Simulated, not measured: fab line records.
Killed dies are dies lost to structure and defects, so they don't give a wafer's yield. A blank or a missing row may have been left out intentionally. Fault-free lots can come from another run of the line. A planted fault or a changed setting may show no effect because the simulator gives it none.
Matching of chambers / flow nand harc / rie diel-03 running NHARC_A_BLC_ETCH_16: 4 sister chambers
The step etches the open film in CF4, target depth 39 nm, time 65 s. 22 wafers are shown with their chamber, then 11 later ones without.

## WAFERS WITH THEIR CHAMBER
wafer=L075.2; chamber=2; showerhead plenum p Torr (Torr)=1.84; drypump motor current A (A)=5.99; oes product au (a.u.)=1.000
wafer=L075.4; chamber=0; showerhead plenum p Torr (Torr)=1.87; drypump motor current A (A)=5.61; oes product au (a.u.)=0.998
wafer=L075.5; chamber=0; showerhead plenum p Torr (Torr)=1.87; drypump motor current A (A)=5.63; oes product au (a.u.)=0.986
wafer=L076.1; chamber=1; showerhead plenum p Torr (Torr)=1.70; drypump motor current A (A)=5.51; oes product au (a.u.)=1.014
wafer=L076.3; chamber=2; showerhead plenum p Torr (Torr)=1.84; drypump motor current A (A)=6.01; oes product au (a.u.)=0.999
wafer=L076.4; chamber=0; showerhead plenum p Torr (Torr)=1.87; drypump motor current A (A)=5.64; oes product au (a.u.)=1.000
wafer=L076.2; chamber=3; showerhead plenum p Torr (Torr)=1.74; drypump motor current A (A)=5.59; oes product au (a.u.)=0.995
wafer=L076.5; chamber=1; showerhead plenum p Torr (Torr)=1.70; drypump motor current A (A)=5.48; oes product au (a.u.)=1.009
wafer=L076.6; chamber=0; showerhead plenum p Torr (Torr)=1.87; drypump motor current A (A)=5.63; oes product au (a.u.)=0.992
wafer=L079.2; chamber=2; showerhead plenum p Torr (Torr)=1.84; drypump motor current A (A)=5.99; oes product au (a.u.)=0.981
wafer=L079.3; chamber=3; showerhead plenum p Torr (Torr)=1.73; drypump motor current A (A)=5.66; oes product au (a.u.)=1.009
wafer=L079.5; chamber=2; showerhead plenum p Torr (Torr)=1.84; drypump motor current A (A)=5.98; oes product au (a.u.)=0.987
wafer=L080.3; chamber=2; showerhead plenum p Torr (Torr)=1.83; drypump motor current A (A)=5.97; oes product au (a.u.)=1.001
wafer=L080.5; chamber=1; showerhead plenum p Torr (Torr)=1.70; drypump motor current A (A)=5.53; oes product au (a.u.)=1.013
wafer=L080.6; chamber=0; showerhead plenum p Torr (Torr)=1.86; drypump motor current A (A)=5.66; oes product au (a.u.)=0.983
wafer=L083.2; chamber=0; showerhead plenum p Torr (Torr)=1.86; drypump motor current A (A)=5.65; oes product au (a.u.)=0.990
wafer=L083.5; chamber=0; showerhead plenum p Torr (Torr)=1.86; drypump motor current A (A)=5.67; oes product au (a.u.)=0.989
wafer=L083.6; chamber=3; showerhead plenum p Torr (Torr)=1.73; drypump motor current A (A)=5.58; oes product au (a.u.)=1.006
wafer=L082.4; chamber=0; showerhead plenum p Torr (Torr)=1.86; drypump motor current A (A)=5.63; oes product au (a.u.)=0.993
wafer=L082.5; chamber=0; showerhead plenum p Torr (Torr)=1.86; drypump motor current A (A)=5.64; oes product au (a.u.)=0.993
wafer=L082.6; chamber=1; showerhead plenum p Torr (Torr)=1.70; drypump motor current A (A)=5.51; oes product au (a.u.)=1.020
wafer=L082.1; chamber=2; showerhead plenum p Torr (Torr)=1.83; drypump motor current A (A)=5.97; oes product au (a.u.)=1.003

SIGNATURES (means of the wafers above)
reading=showerhead plenum p Torr; chamber 0=1.8644; chamber 1=1.7000; chamber 2=1.8367; chamber 3=1.7333; scatter within a chamber=0.00484
reading=drypump motor current A; chamber 0=5.6400; chamber 1=5.5075; chamber 2=5.9850; chamber 3=5.6100; scatter within a chamber=0.0221
reading=oes product au; chamber 0=0.99156; chamber 1=1.01400; chamber 2=0.99517; chamber 3=1.00333; scatter within a chamber=0.00667
Rule: distance of a wafer from a chamber = root of the sum over the readings of ((wafer's reading minus chamber's mean) / reading's scatter) squared. If the next closest chamber is less than 2 further off than the closest, the wafer can't be placed; otherwise it belongs to the closest. The scatter is the square root of a quotient: the sum, over the shown wafers, of each reading's squared deviation from its chamber's mean, divided by wafers minus chambers.

## WAFERS WITH NO CHAMBER GIVEN
wafer=L082.2; showerhead plenum p Torr (Torr)=1.73; drypump motor current A (A)=5.57; oes product au (a.u.)=1.012
wafer=L082.3; showerhead plenum p Torr (Torr)=1.70; drypump motor current A (A)=5.50; oes product au (a.u.)=1.014
wafer=L087.2; showerhead plenum p Torr (Torr)=1.70; drypump motor current A (A)=5.51; oes product au (a.u.)=0.995
wafer=L087.3; showerhead plenum p Torr (Torr)=1.83; drypump motor current A (A)=6.00; oes product au (a.u.)=0.994
wafer=L087.4; showerhead plenum p Torr (Torr)=1.86; drypump motor current A (A)=5.63; oes product au (a.u.)=0.987
wafer=L088.2; showerhead plenum p Torr (Torr)=1.86; drypump motor current A (A)=5.69; oes product au (a.u.)=0.993
wafer=L088.4; showerhead plenum p Torr (Torr)=1.69; drypump motor current A (A)=5.49; oes product au (a.u.)=1.001
wafer=L088.5; showerhead plenum p Torr (Torr)=1.83; drypump motor current A (A)=5.98; oes product au (a.u.)=1.004
wafer=L095.1; showerhead plenum p Torr (Torr)=1.69; drypump motor current A (A)=5.52; oes product au (a.u.)=1.004
wafer=L095.2; showerhead plenum p Torr (Torr)=1.86; drypump motor current A (A)=5.64; oes product au (a.u.)=1.001
wafer=L095.4; showerhead plenum p Torr (Torr)=1.83; drypump motor current A (A)=5.98; oes product au (a.u.)=1.003

## EACH ONE'S CHAMBER
wafer=L082.2; from the rows above=3; in truth=3
wafer=L082.3; from the rows above=1; in truth=1
wafer=L087.2; from the rows above=1; in truth=1
wafer=L087.3; from the rows above=2; in truth=2
wafer=L087.4; from the rows above=0; in truth=0
wafer=L088.2; from the rows above=0; in truth=0
wafer=L088.4; from the rows above=1; in truth=1
wafer=L088.5; from the rows above=2; in truth=2
wafer=L095.1; from the rows above=1; in truth=1
wafer=L095.2; from the rows above=0; in truth=0
wafer=L095.4; from the rows above=2; in truth=2
11 of 11 placed correctly. From these rows, 0 cannot be placed. Wrongly placed: 0.
